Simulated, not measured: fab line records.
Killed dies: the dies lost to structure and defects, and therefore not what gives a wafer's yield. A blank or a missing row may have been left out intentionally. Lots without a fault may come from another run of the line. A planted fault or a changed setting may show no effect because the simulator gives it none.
Which of the tools did it? | flow nand harc | 33 wafers from 11 lots sampled at 5 of the route's 1302 steps

WHAT THE GAUGES READ, wafer by wafer
NHARC_END_SORT_01.
lot  | measured     | on        | killed at array | killed at other | killed at periphery | killed dies | killed open | killed short
L385 | day 28 18:16 | prober-01 | 71 662 82       | 5 3 3           | 4 7 6               | 80 672 91   | 3 1 3       | 5 1 3

TOOL THAT RAN EACH LOT (tool first, then ch and the chambers of the sampled wafers, then the start)
lot  | NHARC_A_STAIRCASE_ETCH_444         | NHARC_A_SGD_CUT_ETCH_59            | NHARC_A_SGD_CUT_STRIP_17                      | NHARC_A_SGD_CUT_ETCHBACK_24
L376 | rie diel-07 ch 1,2,3, day 18 11:58 | rie diel-09 ch 2,3, day 18 19:47   | rie diel-09 ch 0,2,3, day 19 01:35 or earlier | rie diel-03 ch 2,3, day 19 01:35
L377 | rie diel-13 ch 0,3, day 19 05:14   | rie diel-03 ch 0,1,3, day 19 13:19 | rie diel-03 ch 0,1,2, day 19 19:28 or earlier | rie diel-03 ch 0,3, day 19 19:28
L381 | rie diel-07 ch 2,3, day 20 12:34   | rie diel-09 ch 0,1,2, day 20 21:02 | rie diel-09 ch 2,3, day 21 02:41 or earlier   | rie diel-09 ch 0,1,2, day 21 02:41
L385 | rie diel-07 ch 0,1,2, day 22 23:55 | rie diel-09 ch 0,2,3, day 23 07:21 | rie diel-09 ch 1,2,3, day 23 15:32 or earlier | rie diel-03 ch 1,2,3, day 23 15:32
L391 | rie diel-07 ch 0,1,2, day 25 01:24 | rie diel-08 ch 0,2, day 25 09:32   | rie diel-08 ch 0,1,3, day 25 15:37 or earlier | rie diel-08 ch 2,3, day 25 15:37
L393 | rie diel-13 ch 2,3, day 25 11:52   | rie diel-03 ch 1,2, day 25 21:02   | rie diel-03 ch 1,3, day 26 02:05 or earlier   | rie diel-08 ch 0,2, day 26 02:05
L395 | rie diel-07 ch 0,1,2, day 26 10:30 | rie diel-03 ch 0,1, day 26 17:15   | rie diel-03 ch 1,2, day 26 23:48 or earlier   | rie diel-08 ch 0,1,3, day 26 23:48
L396 | rie diel-13 ch 1,3, day 27 02:13   | rie diel-09 ch 1,3, day 27 10:01   | rie diel-09 ch 0,1, day 27 16:14 or earlier   | rie diel-09 ch 0,2,3, day 27 16:14
L397 | rie diel-01 ch 0,2, day 27 18:08   | rie diel-08 ch 0,2, day 28 07:39   | rie diel-08 ch 0,1,2, day 28 13:56 or earlier | rie diel-03 ch 0,1, day 28 13:56
L398 | rie diel-13 ch 0,1,2, day 28 02:36 | rie diel-03 ch 1,2, day 28 10:05   | rie diel-03 ch 0,3, day 28 13:58 or earlier   | rie diel-08 ch 0,1,3, day 28 13:58
L399 | rie diel-07 ch 1,2,3, day 28 19:31 | rie diel-08 ch 0,1,3, day 29 03:38 | rie diel-08 ch 0,1,2, day 29 09:53 or earlier | rie diel-03 ch 0,2,3, day 29 09:53
- NHARC_A_STAIRCASE_ETCH_444: etches the open film in C4F8/O2, target depth 20400 nm, time 6800 s.
- NHARC_A_SGD_CUT_ETCH_59: etches the open film in N2/H2, target depth 260 nm, time 406.25 s.
- NHARC_A_SGD_CUT_STRIP_17: strips in O2.
- NHARC_A_SGD_CUT_ETCHBACK_24: etches the open film in CH3F/O2, target depth 50 nm, time 92.857 s.

WHAT THE TOOLS THEMSELVES READ (means of the sampled wafers that have a number; where no wafer has one, the mark that the record gives instead)
NHARC_A_STAIRCASE_ETCH_444.
lot  | tool        | oes product au (a.u.) | rf vpp V (V) | run length s (s)
L376 | rie diel-07 | 0.931                 | 807.6        | 6821.4
L377 | rie diel-13 | 0.936                 | 807.0        | 6820.9
L381 | rie diel-07 | 0.930                 | 805.3        | 6821.3
L385 | rie diel-07 | 0.950                 | 807.8        | 6821.3
L391 | rie diel-07 | 0.926                 | 807.9        | 6821.6
L393 | rie diel-13 | 0.913                 | 803.4        | 6821.0
L395 | rie diel-07 | 0.930                 | 807.7        | 6821.6
L396 | rie diel-13 | 0.913                 | 803.6        | 6821.0
L397 | rie diel-01 | 0.921                 | 803.5        | 6821.3
L398 | rie diel-13 | 0.916                 | 803.7        | 6820.8
L399 | rie diel-07 | 0.953                 | 806.2        | 6821.4

NHARC_A_SGD_CUT_ETCH_59.
lot  | tool        | drypump motor current A (A) | oes product au (a.u.) | rf vpp V (V) | run length s (s) | showerhead plenum p Torr (Torr) | throttle valve pct (%)
L376 | rie diel-09 | 6.05                        | 0.980                 | 428.7        | 427.2            | 1.98                            | 14.168
L377 | rie diel-03 | 6.19                        | 0.990                 | 429.9        | 427.4            | 2.01                            | 14.175
L381 | rie diel-09 | 5.90                        | 1.007                 | 429.2        | 428.0            | 2.01                            | 14.174
L385 | rie diel-09 | 6.03                        | 1.016                 | 428.2        | 392.5            | 1.95                            | 14.173
L391 | rie diel-08 | 6.03                        | 1.002                 | 427.9        | 427.0            | 1.95                            | 14.169
L393 | rie diel-03 | 6.18                        | 0.997                 | 428.2        | 427.5            | 1.96                            | 14.175
L395 | rie diel-03 | 6.01                        | 0.995                 | 429.5        | 427.7            | 1.97                            | 14.172
L396 | rie diel-09 | 5.92                        | 1.002                 | 430.2        | 427.8            | 2.02                            | 14.178
L397 | rie diel-08 | 6.04                        | 1.000                 | 428.4        | 427.0            | 1.95                            | 14.173
L398 | rie diel-03 | 6.45                        | 0.992                 | 429.1        | 428.0            | 2.02                            | 14.171
L399 | rie diel-08 | 5.76                        | 0.986                 | 429.2        | 427.5            | 1.99                            | 14.169

NHARC_A_SGD_CUT_STRIP_17.
lot  | tool        | drypump motor current A (A) | oes product au (a.u.) | rf vpp V (V) | showerhead plenum p Torr (Torr) | throttle valve pct (%)
L376 | rie diel-09 | 6.02                        | 0.993                 | 56.8         | 3.39                            | 17.042
L377 | rie diel-03 | 6.13                        | 0.990                 | 58.1         | 3.42                            | 17.037
L381 | rie diel-09 | 6.06                        | 1.001                 | 57.5         | 3.43                            | 17.035
L385 | rie diel-09 | 5.94                        | 1.006                 | 57.4         | 3.51                            | 17.038
L391 | rie diel-08 | 5.77                        | 1.001                 | 57.8         | 3.44                            | 17.032
L393 | rie diel-03 | 6.50                        | 0.991                 | 58.2         | 3.55                            | 17.034
L395 | rie diel-03 | 6.17                        | 1.005                 | 57.4         | 3.41                            | 17.028
L396 | rie diel-09 | 5.75                        | 1.008                 | 57.3         | 3.57                            | 17.036
L397 | rie diel-08 | 6.01                        | 1.000                 | 57.9         | 3.41                            | 17.035
L398 | rie diel-03 | 5.89                        | 0.982                 | 58.0         | 3.40                            | 17.037
L399 | rie diel-08 | 6.01                        | 0.981                 | 57.6         | 3.41                            | 17.042

NHARC_A_SGD_CUT_ETCHBACK_24.
lot  | tool        | drypump motor current A (A) | oes product au (a.u.) | rf vpp V (V) | showerhead plenum p Torr (Torr) | throttle valve pct (%)
L376 | rie diel-03 | 6.11                        | 0.98                  | 243.6        | 2.41                            | 20.652
L377 | rie diel-03 | 6.05                        | 0.91                  | 244.0        | 2.41                            | 20.653
L381 | rie diel-09 | 5.89                        | 0.92                  | 243.8        | 2.43                            | 20.649
L385 | rie diel-03 | 6.26                        | 0.98                  | 243.9        | 2.42                            | 20.662
L391 | rie diel-08 | 5.75                        | 0.91                  | 242.7        | 2.37                            | 20.662
L393 | rie diel-08 | 6.15                        | 0.98                  | 242.6        | 2.34                            | 20.667
L395 | rie diel-08 | 5.77                        | 0.99                  | 242.9        | 2.40                            | 20.663
L396 | rie diel-09 | 6.04                        | 0.94                  | 242.6        | 2.35                            | 20.674
L397 | rie diel-03 | 6.03                        | 0.99                  | 243.1        | 2.38                            | 20.669
L398 | rie diel-08 | 5.78                        | 0.99                  | 242.9        | 2.40                            | 20.661
L399 | rie diel-03 | 5.97                        | 1.01                  | 243.2        | 2.36                            | 20.663

THE ANSWER, worked out from the rows above alone
Rule: the lots themselves supply what counts as usual. The widest of any qualifying gaps counts: lots, ordered by their means at a reading, are off when they make up no more than a third of the lots, leave a main group of 4 or more, and stand apart from it by 3 or more times the standard deviation of that group's means. Not used: any main group whose means are identical at the precision the tables above print for the reading. Also off: a lot with no number at a reading for which 4 or more lots have one. Where the step has rows for the other lots, those lots are counted as sound. First the gauges in route order, then the tools' own readings, where a lot's mean is used as printed above. The first step at which some lot is off is used, and at that step the reading that is off furthest; a lot without a number counts as furthest.
Off at NHARC_A_SGD_CUT_ETCH_59 (run length s): L385. For the main group the mean is 427.5 s and the standard deviation 0.35.
A tool fits if, at that step or a process step before it, it ran every lot that is off, and no sound lot after the first of them. Not one of the candidates tried fits.

WHAT WAS PUT IN BY THE SIMULATOR
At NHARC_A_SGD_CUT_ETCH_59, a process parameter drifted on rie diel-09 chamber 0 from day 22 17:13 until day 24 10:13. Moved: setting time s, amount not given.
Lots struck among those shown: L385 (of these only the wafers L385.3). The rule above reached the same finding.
